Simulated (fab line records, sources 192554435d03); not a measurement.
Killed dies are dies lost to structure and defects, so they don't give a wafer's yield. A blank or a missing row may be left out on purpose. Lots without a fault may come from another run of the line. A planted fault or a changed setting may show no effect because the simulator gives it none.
Which tool did it? | flow n5_finfet | 11 lots, 30 wafers sampled, at 4 steps of a route of 1938

WHAT THE GAUGES READ, wafer by wafer
N5_BEOL_M13_CD_MEAS_28: target cd 209.5 nm. Usual: cd_nm 209.5 nm, standard deviation 1.1.
lot  | measured     | on        | cd_nm (nm)        | flag
L503 | day 11 08:43 | cd_sem-03 | 210.6 209.5 209.8 |
L507 | day 12 21:04 | cd_sem-01 | 209.6 209.7 209.4 |
L511 | day 13 20:04 | cd_sem-02 | 209.5 207.8 209.0 |
L513 | day 13 20:34 | cd_sem-01 | 209.3 206.2 206.7 |
L515 | day 14 03:26 | cd_sem-02 | 209.4 211.4 210.7 |
L516 | day 14 22:20 | cd_sem-02 | 209.5 209.3       |
L517 | day 15 02:17 | cd_sem-02 | 209.3 207.7       |
L518 | day 15 08:25 | cd_sem-01 | 210.8 210.6       |
L520 | day 15 20:22 | cd_sem-02 | 208.1 209.4 209.7 |
L521 | day 15 21:02 | cd_sem-02 | 210.7 209.8 209.6 |
L522 | day 16 18:57 | cd_sem-02 | 211.5 209.4 209.1 |

N5_BEOL_M14_INSPECT_30: inspects for defects (macro). Usual: raw_defect_count 2.0, standard deviation 1.5.
lot  | measured     | on                | raw_defect_count | flag
L503 | day 11 12:51 | defect_inspect-01 | 2 2 2            |
L507 | day 13 01:25 | defect_inspect-01 | 0 0 1            |
L511 | day 14 03:34 | defect_inspect-01 | 1 1 4            |
L513 | day 14 03:52 | defect_inspect-01 | 2 4 0            |
L515 | day 14 07:48 | defect_inspect-01 | 4 1 1            |
L516 | day 15 02:29 | defect_inspect-01 | 2 0              |
L517 | day 15 06:49 | defect_inspect-02 | 3 4              |
L518 | day 15 15:50 | defect_inspect-01 | 1 1              |
L520 | day 16 01:53 | defect_inspect-02 | 1 0 2            |
L521 | day 16 03:14 | defect_inspect-01 | 0 2 5            |
L522 | day 16 22:47 | defect_inspect-02 | 0 1 1            |

WHICH TOOL RAN EACH LOT (tool, then ch and the chambers of the sampled wafers, then the start)
lot  | N5_BEOL_M14_ETCH_59                | N5_BEOL_M14_STRIP_64
L503 | rie_diel-04 ch 0,1,2, day 11 12:04 | rie_diel-04 ch 0,1,2, day 11 12:51 or earlier
L507 | rie_diel-04 ch 0,2, day 13 00:31   | rie_diel-04 ch 0,2, day 13 01:25 or earlier
L511 | rie_diel-04 ch 1,2,3, day 14 02:40 | rie_diel-04 ch 1,2,3, day 14 03:34 or earlier
L513 | rie_diel-01 ch 2,3, day 14 02:57   | rie_diel-01 ch 2,3, day 14 03:52 or earlier
L515 | rie_diel-04 ch 0,2,3, day 14 06:53 | rie_diel-04 ch 0,2,3, day 14 07:48 or earlier
L516 | rie_diel-04 ch 1,3, day 15 01:41   | rie_diel-04 ch 1,3, day 15 02:29 or earlier
L517 | rie_diel-02 ch 0,2, day 15 05:55   | rie_diel-02 ch 0,2, day 15 06:49 or earlier
L518 | rie_diel-02 ch 1,2, day 15 15:04   | rie_diel-02 ch 1,2, day 15 15:50 or earlier
L520 | rie_diel-01 ch 0,1,2, day 16 01:06 | rie_diel-01 ch 0,1,2, day 16 01:53 or earlier
L521 | rie_diel-02 ch 1,2,3, day 16 02:20 | rie_diel-02 ch 1,2,3, day 16 03:14 or earlier
L522 | rie_diel-01 ch 1,2,3, day 16 22:00 | rie_diel-01 ch 1,2,3, day 16 22:47 or earlier
- N5_BEOL_M14_ETCH_59: etches BARC in N2/H2, target depth 89 nm, overetch 26.7 nm, time 67.9 s.
- N5_BEOL_M14_STRIP_64: strips in O2.

WHAT THE TOOLS THEMSELVES READ (means of the sampled wafers that have a number; where no wafer has one, the mark that the record gives instead)
N5_BEOL_M14_ETCH_59. Usual: bias_w 149.9 W, standard deviation 0.46; chamber_pressure_mTorr 29.997 mTorr, standard deviation 0.026; drypump_motor_current_A 5.9 A, standard deviation 0.39; oes_product_au 0.70 a.u., standard deviation 0.069; rf_vpp_V 524.1 V, standard deviation 1.9; showerhead_plenum_p_Torr 2.55 Torr, standard deviation 0.063; throttle_valve_pct 17.89 %, standard deviation 0.3.
lot  | tool        | bias_w (W) | chamber_pressure_mTorr (mTorr) | drypump_motor_current_A (A) | oes_product_au (a.u.) | rf_vpp_V (V) | showerhead_plenum_p_Torr (Torr) | throttle_valve_pct (%) | flag
L503 | rie_diel-04 | 150.1      | 30.003                         | 6.0                         | 0.75                  | 524.0        | 2.55                            | 17.71                  |
L507 | rie_diel-04 | 149.8      | 30.008                         | 5.6                         | 0.77                  | 525.3        | 2.59                            | 17.73                  |
L511 | rie_diel-04 | -          | -                              | -                           | -                     | -            | -                               | -                      | OFF
L513 | rie_diel-01 | -          | -                              | -                           | -                     | -            | -                               | -                      | OFF
L515 | rie_diel-04 | 150.1      | 30.010                         | 5.5                         | 0.75                  | 524.7        | 2.56                            | 17.84                  |
L516 | rie_diel-04 | 150.2      | 29.990                         | 5.9                         | 0.71                  | 522.8        | 2.47                            | 18.05                  |
L517 | rie_diel-02 | 149.7      | 29.953                         | 6.0                         | 0.62                  | 524.8        | 2.54                            | 18.00                  |
L518 | rie_diel-02 | 150.1      | 30.004                         | 6.2                         | 0.66                  | 524.5        | 2.55                            | 17.84                  |
L520 | rie_diel-01 | 150.2      | 29.986                         | 6.1                         | 0.74                  | 525.8        | 2.61                            | 17.78                  |
L521 | rie_diel-02 | 150.0      | 30.005                         | 6.0                         | 0.69                  | 524.4        | 2.56                            | 17.73                  |
L522 | rie_diel-01 | 150.1      | 29.999                         | 6.0                         | 0.68                  | 525.3        | 2.56                            | 17.98                  |

N5_BEOL_M14_STRIP_64. Usual: drypump_motor_current_A 5.9 A, standard deviation 0.39; oes_product_au 0.82 a.u., standard deviation 0.083; rf_vpp_V 3.6 V, standard deviation 0.49; showerhead_plenum_p_Torr 2.10 Torr, standard deviation 0.053; throttle_valve_pct 16.69 %, standard deviation 0.29.
lot  | tool        | drypump_motor_current_A (A) | oes_product_au (a.u.) | rf_vpp_V (V) | showerhead_plenum_p_Torr (Torr) | throttle_valve_pct (%) | flag
L503 | rie_diel-04 | 6.0                         | 0.87                  | 3.2          | 2.11                            | 16.50                  |
L507 | rie_diel-04 | 5.6                         | 0.90                  | 3.6          | 2.15                            | 16.52                  |
L511 | rie_diel-04 | 5.7                         | 0.86                  | 3.8          | 2.07                            | 16.70                  |
L513 | rie_diel-01 | 5.9                         | 0.79                  | 3.5          | 2.11                            | 16.88                  |
L515 | rie_diel-04 | 5.5                         | 0.88                  | 3.5          | 2.11                            | 16.55                  |
L516 | rie_diel-04 | 5.9                         | 0.82                  | 3.3          | 2.03                            | 16.72                  |
L517 | rie_diel-02 | 6.0                         | 0.73                  | 3.6          | 2.09                            | 16.79                  |
L518 | rie_diel-02 | 6.1                         | 0.78                  | 3.4          | 2.12                            | 16.70                  |
L520 | rie_diel-01 | 6.1                         | 0.87                  | 3.5          | 2.16                            | 16.62                  |
L521 | rie_diel-02 | 6.0                         | 0.82                  | 3.8          | 2.12                            | 16.58                  |
L522 | rie_diel-01 | 6.0                         | 0.80                  | 3.9          | 2.11                            | 16.74                  |

THE ANSWER, worked out from the rows above alone
Rule: a lot is off if the mean of its wafers that have a number lies more than 3 standard deviations from the usual mean. A lot without any number at a reading at which 4 lots or more have one is off too. The other lots that the step has rows for count as sound. The gauges are gone through in route order, then the tools' own readings, and for those a lot's mean is taken as printed above. The first step at which some lot is off is used, and at that step the reading that is off furthest; a lot without a number counts as furthest.
Off: L511, L513, at N5_BEOL_M14_ETCH_59 (bias_w). Without a number there: L511, L513.
A tool fits if, at that step or a process step before it, it ran every lot that is off, and no sound lot after the first of them. None of those tried fits.

WHAT THE SIMULATOR HAD PUT IN
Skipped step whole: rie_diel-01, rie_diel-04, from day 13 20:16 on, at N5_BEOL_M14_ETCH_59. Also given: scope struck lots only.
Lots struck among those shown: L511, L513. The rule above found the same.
